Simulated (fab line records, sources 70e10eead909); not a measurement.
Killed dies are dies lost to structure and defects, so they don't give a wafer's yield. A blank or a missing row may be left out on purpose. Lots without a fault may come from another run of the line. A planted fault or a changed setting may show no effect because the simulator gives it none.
fab line records | flow nand_harc
record lots=6 wafers=18 last_day=24
route steps=1159 shown P_M1@296 END@1159
lots that met no fault: from a run of the same line without faults
start_h: hours from the record's first day to the start of the lot's first wafer shown | wait_h: hours since the lot's step before | " the same as in the row above | L1.1+2: a row that stands for several wafers | - no value, or no start given | * or withheld: withheld | < > ~ a bound
route shown NAME@n: a module of which the file shows steps, and the number in the route of the first | usual: mean/standard deviation of fault-free wafers | same: alike in all rows | chamber/n: place in a boat | sites: the reading at each site | _std_site: their standard deviation | _edge_site: outer sites' mean less inner sites' | radius_mm: how far each site lies from the wafer's centre | mask NAME#n: copy n | behind: the tool/chamber that last shaped the wafer | hold: why the lot was held/for how many hours/how that ended | device: the transistor (n, p or np) that didn't switch | end of line: the same wafers' tests at the end of the route | a step without rows: its recipe alone | killed: dies lost to structure and defects at the first sort, not the wafer's yield | map: a wafer's dies, x killed, . not, _ none there
set.NAME: the setting as run; set.NAME@STEP: as run at that earlier step | model.NAME: the simulator's own value behind a step, which no gauge read
lots at some steps of the route; a table a step, a row a wafer
services: from which hour (start_h, from the record's first day; less than 0 if before it) a tool's chamber was out of use, for how many hours, and why
## steps
# step NHARC_P_M1_OVL_MEAS_10
# recipe pitch_nm=260
# usual overlay_x_nm=-0.1/0.85 overlay_y_nm=-0.1/0.65
# columns lot.wafer tool chamber start_h wait_h overlay_x_nm overlay_y_nm
L843.3 overlay-02 - 163.77 - 0.8 -1.8
L843.5 " - " " 0.6 -1.6
L843.6 " - " " 1.2 -1.7
L846.1 overlay-02 - 182.44 - 0.2 0.0
L846.3 " - " " -0.1 -0.6
L846.6 " - " " -0.3 -0.9
L855.1 overlay-01 - 231.82 - -1.0 -0.1
L855.2 " - " " -1.2 0.1
L855.6 " - " " -0.6 0.6
L856.1 overlay-01 - 239.76 - 0.0 0.2
L856.2 " - " " -0.4 -0.9
L856.5 " - " " -0.5 -0.4
L857.2 overlay-02 - 246.67 - 0.0 -0.2
L857.3 " - " " -0.7 -0.2
L857.5 " - " " 0.2 0.4
L859.2 overlay-02 - 250.90 - 0.8 0.2
L859.5 " - " " 1.2 0.2
L859.6 " - " " 0.7 -0.5
# step NHARC_P_M1_INSPECT_11
# usual raw_defect_count=4.2/2.5
# columns lot.wafer tool chamber start_h wait_h raw_defect_count
L843.3 defect_inspect-01 - 163.80 0.0 5
L843.5 " - " " 4
L843.6 " - " " 3
L846.1 defect_inspect-02 - 182.48 0.0 3
L846.3 " - " " 6
L846.6 " - " " 4
L855.1 defect_inspect-02 - 231.86 0.0 7
L855.2 " - " " 7
L855.6 " - " " 7
L856.1 defect_inspect-01 - 239.79 0.0 3
L856.2 " - " " 2
L856.5 " - " " 2
L857.2 defect_inspect-01 - 246.70 0.0 5
L857.3 " - " " 9
L857.5 " - " " 12
L859.2 defect_inspect-01 - 250.94 0.0 8
L859.5 " - " " 6
L859.6 " - " " 2
# step NHARC_P_M1_DESCUM_14
# recipe time_s=3 o2_flow_sccm=200 ar_flow_sccm=0 bias_power_w=0 chemistry=O2
# usual drypump_motor_current_A=5.7/0.39 oes_product_au=0.998/0.0068 rf_vpp_V=57.7/0.85 showerhead_plenum_p_Torr=1.88/0.078 throttle_valve_pct=11.312/0.0085
# columns lot.wafer tool chamber start_h wait_h drypump_motor_current_A oes_product_au rf_hours_counter_h rf_vpp_V showerhead_plenum_p_Torr throttle_valve_pct
L843.3 rie_diel-06 0 163.89 0.1 6.3 0.999 6 57.6 1.81 11.318
L843.6 " 1 " " 5.2 0.993 - 58.3 1.79 11.321
L843.5 " 2 " " 5.9 0.994 - 56.8 1.79 11.315
L846.3 rie_diel-06 3 182.54 0.1 5.4 0.993 9 59.8 2.01 11.310
L846.1 " 0 " " 6.3 0.994 8 57.8 1.81 11.327
L846.6 " 3 " " 5.4 0.996 - 57.2 2.01 11.294
L855.2 rie_diel-06 2 231.93 0.1 5.9 0.993 12 57.4 1.78 11.298
L855.1 " 0 " " 6.3 0.985 11 57.5 1.81 11.296
L855.6 " 1 " " 5.2 0.992 - 56.5 1.79 11.317
L856.2 rie_diel-03 0 239.87 0.1 6.1 1.002 1 58.1 1.87 11.318
L856.1 " 1 " " 5.0 0.998 1 56.8 2.00 11.303
L856.5 " 3 " " 6.1 1.000 - 58.8 1.95 11.319
L857.2 rie_diel-03 3 246.78 0.1 6.1 1.005 1 57.9 1.95 11.314
L857.3 " 0 " " 6.1 1.012 1 56.8 1.87 11.311
L857.5 " 1 " " 5.0 0.999 - 58.4 2.00 11.306
L859.2 rie_diel-06 3 251.00 0.1 5.4 0.988 0 58.6 2.01 11.297
L859.6 " 3 " " 5.4 0.998 - 59.1 2.01 11.303
L859.5 " 0 " " 6.3 0.984 - 58.1 1.80 11.313
# step NHARC_P_M1_ETCH_35
# recipe target_depth_a=400 overetch_a=120 time_s=43.94 ion_energy_ev=200 n2_flow_sccm=150 h2_flow_sccm=150 ar_flow_sccm=0 rf_w=400 bias_w=150 chemistry=N2/H2
# step NHARC_P_M1_ETCH_15
# recipe target_depth_a=1825 time_s=91.2 c4f8_flow_sccm=withheld ar_flow_sccm=400 rf_w=600 bias_w=300 chemistry=C4F8/Ar
# usual oes_product_au=0.953/0.021 rf_fwd_power_W=595.7/2.2 rf_vpp_V=439.6/2.4
# columns lot.wafer tool chamber start_h wait_h oes_product_au rf_fwd_power_W rf_hours_counter_h rf_vpp_V
L843.3 rie_diel-06 0 - - 0.985 594.9 6 437.5
L843.5 " 0 " " 0.983 593.3 - 438.4
L843.6 " 1 " " 0.963 595.2 - 437.2
L846.3 rie_diel-06 3 - - 0.929 596.3 9 444.0
L846.1 " 0 " " 0.927 596.5 8 437.2
L846.6 " 3 " " 0.924 591.0 - 443.2
L855.2 rie_diel-06 0 - - 0.957 600.6 11 437.0
L855.1 " 1 " " 0.952 595.8 11 436.5
L855.6 " 1 " " 0.969 593.7 - 437.8
L856.1 rie_diel-03 0 - - 0.974 593.1 1 439.1
L856.2 " 2 " " 0.966 598.6 1 441.2
L856.5 " 0 " " 0.973 592.2 - 440.4
L857.3 rie_diel-03 3 - - 0.977 596.7 1 440.5
L857.2 " 0 " " 0.976 595.0 1 439.4
L857.5 " 0 " " 0.974 595.7 - 438.6
L859.2 rie_diel-06 1 - - 0.979 598.4 0 436.0
L859.6 " 2 " " 0.973 593.6 - 437.5
L859.5 " 3 " " 0.954 599.5 - 442.2
# step NHARC_P_M1_CD_MEAS_16
# usual cd_nm=130.1/0.57
# columns lot.wafer tool chamber start_h wait_h cd_nm
L843.3 cd_sem-01 - 164.17 - 131.8
L843.5 " - " " 131.1
L843.6 " - " " 130.9
L846.1 cd_sem-03 - 182.84 - 129.4
L846.3 " - " " 130.1
L846.6 " - " " 130.3
L855.1 cd_sem-02 - 232.27 - 130.4
L855.2 " - " " 130.1
L855.6 " - " " 129.9
L856.1 cd_sem-03 - 240.16 - 129.9
L856.2 " - " " 130.3
L856.5 " - " " 129.7
L857.2 cd_sem-03 - 247.07 - 131.0
L857.3 " - " " 130.0
L857.5 " - " " 131.0
L859.2 cd_sem-02 - 251.31 - 130.5
L859.5 " - " " 131.1
L859.6 " - " " 130.0
# step NHARC_P_M1_STRIP_18
# recipe power_w=1000 n2_flow_sccm=150 h2_flow_sccm=150 ar_flow_sccm=0 bias_w=0 chemistry=N2/H2
# usual drypump_motor_current_A=5.7/0.38 n2_flow_sccm=150.0/0.46 oes_product_au=1.000/0.0065 rf_fwd_power_W=997.5/2.8 rf_vpp_V=90.5/1 showerhead_plenum_p_Torr=2.02/0.077 throttle_valve_pct=14.171/0.0096
# columns lot.wafer tool chamber start_h wait_h drypump_motor_current_A n2_flow_sccm oes_product_au rf_fwd_power_W rf_hours_counter_h rf_vpp_V showerhead_plenum_p_Torr throttle_valve_pct
L843.3 rie_diel-03 1 164.32 0.1 5.0 149.9 0.996 997.8 8 90.1 2.13 14.173
L843.6 " 2 " " 5.8 149.5 1.016 999.0 - 90.8 2.04 14.172
L843.5 " 3 " " 6.1 150.0 1.006 997.6 - 90.2 2.08 14.162
L846.3 rie_diel-01 2 182.94 0.1 5.7 149.6 1.005 995.2 1 90.8 2.02 14.175
L846.1 " 0 " " 5.5 150.4 0.999 995.4 1 91.6 1.93 14.184
L846.6 " 2 " " 5.7 149.4 1.004 999.3 - 91.4 2.02 14.170
L855.1 rie_diel-03 3 232.34 0.1 6.1 150.2 0.996 1001.7 1 89.6 2.08 14.193
L855.2 " 0 " " 6.1 150.0 1.002 997.3 0 89.8 1.99 14.168
L855.6 " 0 " " 6.1 150.5 1.000 995.1 - 90.1 1.99 14.169
L856.1 rie_diel-01 3 240.29 0.1 5.4 149.0 1.005 997.9 2 89.0 1.98 14.174
L856.2 " 0 " " 5.6 150.9 0.998 997.1 2 90.4 1.93 14.157
L856.5 " 2 " " 5.7 149.9 1.000 999.5 - 90.6 2.02 14.176
L857.3 rie_diel-03 2 247.19 0.1 5.9 149.5 0.998 1004.5 1 89.3 2.04 14.170
L857.2 " 3 " " 6.1 150.0 0.993 995.0 1 90.3 2.08 14.163
L857.5 " 0 " " 6.1 149.5 0.994 999.0 - 91.8 1.99 14.161
L859.2 rie_diel-03 0 251.38 0.1 6.1 150.0 0.999 993.8 1 90.6 1.99 14.169
L859.5 " 0 " " 6.1 149.2 0.996 993.1 - 88.6 1.99 14.171
L859.6 " 1 " " 5.0 149.7 1.005 995.7 - 90.6 2.13 14.177
# step NHARC_P_M1_ETCH_28
# recipe target_depth_a=300 over_etch_frac=0.3 time_s=72.99 ion_energy_ev=150 cf4_flow_sccm=50 n2_flow_sccm=100 ar_flow_sccm=150 rf_w=300 bias_w=100 chemistry=CF4/N2
# usual drypump_motor_current_A=5.7/0.38 n2_flow_sccm=100.01/0.3 oes_product_au=0.999/0.0068 rf_fwd_power_W=297.5/1.1 rf_vpp_V=313.6/1.8 showerhead_plenum_p_Torr=2.59/0.092 throttle_valve_pct=19.794/0.0095
# columns lot.wafer tool chamber start_h wait_h drypump_motor_current_A n2_flow_sccm oes_product_au rf_fwd_power_W rf_hours_counter_h rf_vpp_V showerhead_plenum_p_Torr throttle_valve_pct
L843.3 rie_diel-03 1 - - 5.0 99.69 1.000 299.5 8 315.0 2.73 19.791
L843.6 " 3 " " 6.1 100.28 1.004 298.1 - 314.0 2.67 19.787
L843.5 " 0 " " 6.1 99.69 0.997 298.7 - 311.9 2.57 19.789
L846.3 rie_diel-01 3 - - 5.5 100.13 1.005 297.6 1 312.5 2.56 19.814
L846.1 " 0 " " 5.6 100.05 1.017 298.0 1 311.5 2.49 19.801
L846.6 " 2 " " 5.7 99.67 1.006 297.2 - 312.5 2.60 19.802
L855.2 rie_diel-03 1 - - 5.0 100.14 0.999 296.3 1 318.3 2.73 19.786
L855.1 " 3 " " 6.1 99.65 1.003 296.4 1 315.7 2.67 19.796
L855.6 " 0 " " 6.1 100.48 0.997 297.9 - 311.9 2.57 19.808
L856.2 rie_diel-01 1 - - 5.5 100.05 0.999 297.2 3 314.8 2.63 19.788
L856.1 " 2 " " 5.7 99.95 1.006 297.2 2 313.5 2.60 19.778
L856.5 " 0 " " 5.5 100.20 0.998 297.6 - 312.1 2.49 19.795
L857.2 rie_diel-03 1 - - 5.0 100.18 0.996 298.4 1 315.5 2.73 19.798
L857.3 " 2 " " 5.9 99.83 1.003 298.6 1 313.9 2.62 19.792
L857.5 " 0 " " 6.1 100.71 0.989 296.9 - 312.2 2.56 19.796
L859.2 rie_diel-03 1 - - 5.0 99.93 0.982 296.1 2 315.5 2.73 19.783
L859.6 " 2 " " 5.9 100.38 1.001 297.9 - 313.3 2.62 19.793
L859.5 " 3 " " 6.1 100.02 0.988 301.1 - 315.0 2.67 19.769
# step NHARC_P_M1_STRIP_19
# recipe time_s=600 temp_c=30 chemistry=post_etch_residue_remover
# step NHARC_P_M1_DEGAS_29
# recipe temp_c=250 time_s=60
# step NHARC_P_M1_PRE_CLEAN_30
# recipe time_s=30 temp_c=280 gas=H2/He
# step NHARC_P_M1_PVD_20
# recipe target_thk_a=50 bias_v=168.6 power_w=15000 chamber_pressure_pa=0.12 time_s=8.06 substrate_temp_c=50 material=TaN
# usual bias_v=168.6/1.5 cathode_dc_power_W=15000/2.8 throttle_valve_pct=29.7/1.1
# columns lot.wafer tool chamber start_h wait_h bias_v cathode_dc_power_W throttle_valve_pct
L843.3 pvd_sputter-03 - - - 167.0 15000 29.4
L843.5 " - " " 168.3 14998 28.9
L843.6 " - " " 170.9 14999 31.2
L846.3 pvd_sputter-02 - - - 168.5 15001 29.2
L846.1 " - " " 169.4 14999 31.0
L846.6 " - " " 168.8 14994 30.4
L855.1 pvd_sputter-01 - - - 165.9 14998 30.5
L855.2 " - " " 169.9 15001 28.7
L855.6 " - " " 167.9 15004 30.8
L856.1 pvd_sputter-02 - - - 171.2 14999 30.1
L856.2 " - " " 169.8 15002 30.7
L856.5 " - " " 168.5 14998 30.2
L857.2 pvd_sputter-01 - - - 168.8 15006 30.2
L857.3 " - " " 170.1 14996 28.4
L857.5 " - " " 168.3 14997 30.8
L859.2 pvd_sputter-01 - - - 169.7 15003 29.7
L859.6 " - " " 168.0 15001 27.2
L859.5 " - " " 169.9 14999 30.6
# step NHARC_P_M1_PVD_21
# recipe target_thk_a=300 chamber_pressure_pa=5 power_w=5000 substrate_temp_c=30 time_s=20.49 material=Cu
# usual cathode_dc_power_W=4999.9/0.94 chamber_pressure_pa=5.000/0.011 throttle_valve_pct=29.8/1.1
# columns lot.wafer tool chamber start_h wait_h cathode_dc_power_W chamber_pressure_pa throttle_valve_pct
L843.3 pvd_sputter-03 - 165.31 - 5001.1 5.008 29.3
L843.6 " - " " 5000.9 5.017 29.3
L843.5 " - " " 5001.5 4.983 30.3
L846.3 pvd_sputter-02 - 183.78 - 5000.2 4.999 30.8
L846.1 " - " " 4999.9 4.990 31.2
L846.6 " - " " 4998.3 5.016 30.6
L855.2 pvd_sputter-01 - 233.20 - - - -
L855.1 " - " " - - -
L855.6 " - " " - - -
L856.2 pvd_sputter-02 - 241.10 - - - -
L856.1 " - " " - - -
L856.5 " - " " - - -
L857.2 pvd_sputter-01 - 248.06 - 5001.7 4.983 29.6
L857.3 " - " " 4998.8 5.010 28.7
L857.5 " - " " 5001.4 5.002 30.5
L859.2 pvd_sputter-01 - 252.24 - 5000.7 5.013 27.5
L859.6 " - " " 4998.4 5.014 27.6
L859.5 " - " " 5000.7 5.022 30.4
# step NHARC_P_M1_ECD_22
# recipe target_thk_a=4000 bath_temp_c=25 material=Cu
# step NHARC_END_SORT_01
# recipe temp_c=25
# usual defect_limited_yield=95.4/1.4 killed_at_array=27/10 killed_at_other=0.6/1 killed_at_periphery=3.4/2.7 killed_dies=31/9.7 killed_open=3.4/1.7 killed_short=2.2/1.5 sort_bin_2_pct=1.4/0.57 sort_bin_3_pct=0.25/0.23 sort_bin_4_pct=3.0/0.94 sort_n_pass=646/9.7 sort_rim_yield_pct=95.3/3 sort_yield_pct=95.4/1.4
# same gross_dies=677 sort_bin_5_pct[%]=0 sort_bin_6_pct[%]=0 sort_bin_7_pct[%]=0 sort_bin_8_pct[%]=0 sort_rim_n_gross=106.00
# columns lot.wafer tool chamber start_h wait_h defect_limited_yield[%] killed_at_array killed_at_other killed_at_periphery killed_dies killed_open killed_short sort_bin_2_pct[%] sort_bin_3_pct[%] sort_bin_4_pct[%] sort_n_pass sort_rim_yield_pct[%] sort_yield_pct[%]
L843.3 prober-02 0 475.49 3.1 97.5 12 2 3 17 8 2 0.6 0.15 1.8 660 95.3 97.5
L843.5 prober-02 0 477.10 3.7 97.5 17 0 0 17 3 3 0.6 0.15 1.8 660 96.2 97.5
L843.6 prober-02 0 477.90 4.0 97.3 14 0 4 18 4 2 0.4 0.15 2.1 659 94.3 97.3
L855.1 prober-02 0 554.90 2.5 0 19 1 657 677 3 2 97.2 0.15 2.7 0 0 0
L855.2 prober-02 0 555.72 2.8 0 16 1 660 677 3 3 96.9 0.15 3.0 0 0 0
L855.6 prober-02 0 558.99 4.1 0 16 0 661 677 3 0 97.5 0.74 1.8 0 0 0
L856.1 prober-01 0 562.76 2.5 0 32 0 645 677 2 2 96.2 0.15 3.7 0 0 0
L856.2 prober-01 0 563.58 2.8 0 34 0 643 677 5 4 96.8 0.15 3.1 0 0 0
L856.5 prober-01 0 566.02 3.8 0 27 0 650 677 3 2 97.5 0.30 2.2 0 0 0
# killed by level:class
L843.3 A_CONTACT:geometric_particle:open=3 P_GATE:chamber_film_flake=2 A_ONON_D1:geometric_particle:short=1 A_ONON_D1:geometric_particle:open=1 A_CHANNEL_FILL_D1:geometric_particle:open=1 A_M0:geometric_particle:open=1 A_BONDPAD:geometric_particle:open=1 STARTING-WAFER:geometric_particle:open=1
L843.5 A_STAIRCASE:chamber_film_flake=5 A_CHANNEL_HOLE_D1:chamber_film_flake=4 A_CONTACT:geometric_particle:open=2 A_ONON_D1:geometric_particle:short=1 A_WL_FILL:geometric_particle:short=1 A_BLC:geometric_particle:open=1 A_M0:geometric_particle:short=1 A_SLIT:chamber_film_flake=1
L843.6 A_CHANNEL_HOLE_D1:chamber_film_flake=5 A_STAIRCASE:chamber_film_flake=2 P_CONTACT:geometric_particle:short=1 P_M0:geometric_particle:open=1 A_SOURCE_PLATE:geometric_particle:open=1 A_CHANNEL_HOLE_D1:geometric_particle:short=1 A_CONTACT:geometric_particle:open=1 A_BLC:geometric_particle:open=1
L855.1 P_M1:area_pvd=650 P_STI:chamber_film_flake=5 A_CHANNEL_HOLE_D1:chamber_film_flake=5 A_CONTACT:chamber_film_flake=4 A_CHANNEL_FILL_D1:chamber_film_flake=2 A_STAIRCASE:chamber_film_flake=2 A_SGD_CUT:chamber_film_flake=2 P_GATE:geometric_particle:open=1
L855.2 P_M1:area_pvd=650 A_CHANNEL_HOLE_D1:chamber_film_flake=6 P_STI:chamber_film_flake=4 P_M1:chamber_film_flake=2 A_STAIRCASE:chamber_film_flake=2 A_CONTACT:chamber_film_flake=2 P_CONTACT:geometric_particle:short=1 P_M0:geometric_particle:open=1
L855.6 P_M1:area_pvd=653 A_STAIRCASE:chamber_film_flake=5 A_CONTACT:chamber_film_flake=5 P_STI:chamber_film_flake=3 P_M1:chamber_film_flake=3 A_CHANNEL_HOLE_D1:chamber_film_flake=3 P_M2:geometric_particle:open=1 A_CHANNEL_HOLE_D1:geometric_particle:open=1
L856.1 P_M1:area_pvd=641 A_CHANNEL_HOLE_D1:chamber_film_flake=22 A_STAIRCASE:chamber_film_flake=4 A_CONTACT:chamber_film_flake=3 P_STI:geometric_particle:short=1 P_M0:geometric_particle:open=1 A_ONON_D1:geometric_particle:open=1 A_ONON_D1:geometric_particle:short=1
L856.2 P_M1:area_pvd=643 A_CHANNEL_HOLE_D1:chamber_film_flake=20 A_CONTACT:geometric_particle:short=2 A_CONTACT:geometric_particle:open=2 A_STAIRCASE:chamber_film_flake=2 A_CONTACT:chamber_film_flake=2 A_ONON_D1:geometric_particle:short=1 A_CHANNEL_FILL_D1:geometric_particle:open=1
L856.5 P_M1:area_pvd=650 A_CHANNEL_HOLE_D1:chamber_film_flake=18 A_WL_FILL:geometric_particle:short=2 A_ONON_D1:geometric_particle:open=1 A_CHANNEL_FILL_D1:geometric_particle:open=1 A_WL_FILL:geometric_particle:open=1 A_SLIT:chamber_film_flake=1 A_CHANNEL_FILL_D1:chamber_film_flake=1
# map L855.1 (x killed, . not)
____________x____________
_________xxxxxxx_________
_______xxxxxxxxxxx_______
______xxxxxxxxxxxxx______
_____xxxxxxxxxxxxxxx_____
____xxxxxxxxxxxxxxxxx____
____xxxxxxxxxxxxxxxxx____
___xxxxxxxxxxxxxxxxxxx___
___xxxxxxxxxxxxxxxxxxx___
__xxxxxxxxxxxxxxxxxxxxx__
__xxxxxxxxxxxxxxxxxxxxx__
_xxxxxxxxxxxxxxxxxxxxxxx_
_xxxxxxxxxxxxxxxxxxxxxxx_
_xxxxxxxxxxxxxxxxxxxxxxx_
_xxxxxxxxxxxxxxxxxxxxxxx_
_xxxxxxxxxxxxxxxxxxxxxxx_
xxxxxxxxxxxxxxxxxxxxxxxxx
xxxxxxxxxxxxxxxxxxxxxxxxx
xxxxxxxxxxxxxxxxxxxxxxxxx
xxxxxxxxxxxxxxxxxxxxxxxxx
xxxxxxxxxxxxxxxxxxxxxxxxx
_xxxxxxxxxxxxxxxxxxxxxxx_
_xxxxxxxxxxxxxxxxxxxxxxx_
_xxxxxxxxxxxxxxxxxxxxxxx_
_xxxxxxxxxxxxxxxxxxxxxxx_
_xxxxxxxxxxxxxxxxxxxxxxx_
__xxxxxxxxxxxxxxxxxxxxx__
__xxxxxxxxxxxxxxxxxxxxx__
___xxxxxxxxxxxxxxxxxxx___
___xxxxxxxxxxxxxxxxxxx___
____xxxxxxxxxxxxxxxxx____
____xxxxxxxxxxxxxxxxx____
_____xxxxxxxxxxxxxxx_____
______xxxxxxxxxxxxx______
_______xxxxxxxxxxx_______
_________xxxxxxx_________
____________x____________
# map L856.1 (x killed, . not)
____________x____________
_________xxxxxxx_________
_______xxxxxxxxxxx_______
______xxxxxxxxxxxxx______
_____xxxxxxxxxxxxxxx_____
____xxxxxxxxxxxxxxxxx____
____xxxxxxxxxxxxxxxxx____
___xxxxxxxxxxxxxxxxxxx___
___xxxxxxxxxxxxxxxxxxx___
__xxxxxxxxxxxxxxxxxxxxx__
__xxxxxxxxxxxxxxxxxxxxx__
_xxxxxxxxxxxxxxxxxxxxxxx_
_xxxxxxxxxxxxxxxxxxxxxxx_
_xxxxxxxxxxxxxxxxxxxxxxx_
_xxxxxxxxxxxxxxxxxxxxxxx_
_xxxxxxxxxxxxxxxxxxxxxxx_
xxxxxxxxxxxxxxxxxxxxxxxxx
xxxxxxxxxxxxxxxxxxxxxxxxx
xxxxxxxxxxxxxxxxxxxxxxxxx
xxxxxxxxxxxxxxxxxxxxxxxxx
xxxxxxxxxxxxxxxxxxxxxxxxx
_xxxxxxxxxxxxxxxxxxxxxxx_
_xxxxxxxxxxxxxxxxxxxxxxx_
_xxxxxxxxxxxxxxxxxxxxxxx_
_xxxxxxxxxxxxxxxxxxxxxxx_
_xxxxxxxxxxxxxxxxxxxxxxx_
__xxxxxxxxxxxxxxxxxxxxx__
__xxxxxxxxxxxxxxxxxxxxx__
___xxxxxxxxxxxxxxxxxxx___
___xxxxxxxxxxxxxxxxxxx___
____xxxxxxxxxxxxxxxxx____
____xxxxxxxxxxxxxxxxx____
_____xxxxxxxxxxxxxxx_____
______xxxxxxxxxxxxx______
_______xxxxxxxxxxx_______
_________xxxxxxx_________
____________x____________
## services
# columns tool chamber start_h hours kind
rie_diel-03 0 145.50 - clean
rie_diel-03 1 145.50 - clean
rie_diel-03 2 145.50 - clean
rie_diel-03 3 145.50 - clean
pvd_sputter-01 - 158.05 10.0 pm
pvd_sputter-03 - 162.06 2.9 repair
rie_diel-03 0 170.00 - clean
rie_diel-03 1 170.00 - clean
rie_diel-03 2 170.00 - clean
rie_diel-03 3 170.00 - clean
rie_diel-06 - 176.75 0.8 repair
rie_diel-01 2 194.47 7.1 repair
rie_diel-03 0 194.66 - clean
rie_diel-03 1 194.66 - clean
rie_diel-03 2 194.66 - clean
rie_diel-03 3 194.66 - clean
rie_diel-06 1 201.22 9.3 repair
pvd_sputter-02 - 214.00 10.0 pm
rie_diel-03 - 215.40 9.0 pm
rie_diel-03 0 215.40 9.0 vent_cycle
pvd_sputter-03 - 221.09 3.8 repair
rie_diel-06 3 231.52 7.3 repair
rie_diel-06 - 241.25 9.0 pm
pvd_sputter-02 - 252.03 16.4 repair
## key
first_sign step=NHARC_P_M1_PVD_21 reading=tool_record direction=missing
effect step=NHARC_END_SORT_01 reading=killed_at_periphery direction=up sigmas=99+ usual=3.4 struck=652.7
more_kills_born_at NHARC_P_M1_PVD_21@pvd_sputter-01=1953 NHARC_P_M1_PVD_21@pvd_sputter-02=1934
met_at NHARC_P_M1_PVD_21
struck_wafers L855.1,L855.2,L855.6,L856.1,L856.2,L856.5
later_rows_left_out L855.1,L855.2,L855.6,L856.1,L856.2,L856.5
onset_between 183.78 233.20
fault kind=skipped_step_whole tool=pvd_sputter-01,pvd_sputter-02 chamber=- onset_h=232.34 steps=NHARC_P_M1_PVD_21 scope=struck_lots_only
# later_rows_left_out: the simulator's readings of these wafers behind a module that went badly wrong aren't trusted and aren't shown, but for the sort
